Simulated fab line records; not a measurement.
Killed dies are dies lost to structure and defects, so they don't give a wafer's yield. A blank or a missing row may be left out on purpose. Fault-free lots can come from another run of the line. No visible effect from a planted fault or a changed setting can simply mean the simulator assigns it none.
Matching of chambers	flow nandHarc	NHARC_P_STI_DESCUM_14 on rieDiel-06: 4 sister chambers
The step chemistry O2, time 3 s. 4 wafers are shown with their chamber, then 8 later ones without.

== WAFERS, EACH WITH ITS CHAMBER ==
wafer	chamber	drypumpMotorCurrentA (A)
L968.5	2	5.6
L974.2	3	5.5
L974.6	0	5.2
L978.2	1	5.4

== WAFERS MISSING THEIR CHAMBER ==
wafer	drypumpMotorCurrentA (A)
L978.5	5.2
L978.6	5.5
L981.1	5.6
L981.2	5.1
L981.4	5.4
L983.1	5.4
L983.4	5.5
L983.5	5.5

== EACH ONE'S CHAMBER ==
wafer	from the rows above	in truth
L978.5	0	0
L978.6	3	3
L981.1	2	2
L981.2	0	0
L981.4	1	1
L983.1	1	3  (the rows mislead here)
L983.4	3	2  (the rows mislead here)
L983.5	3	3
Placed correctly: 6 of 8. Not placeable from these rows: 0. Wrongly placed: 2.
How it was worked out, from the rows above alone: a wafer's distance from a chamber is the root of the sum, over the readings, of the square of ((its reading less the chamber's mean) divided by the reading's scatter). The wafer belongs to the nearest chamber; if the next one is less than 2 further off, it can't be placed. A chamber's mean is the mean of its shown wafers. The scatter: with one shown wafer a chamber, the root of the mean of the squares of how far each hidden wafer lies from its nearest shown one.
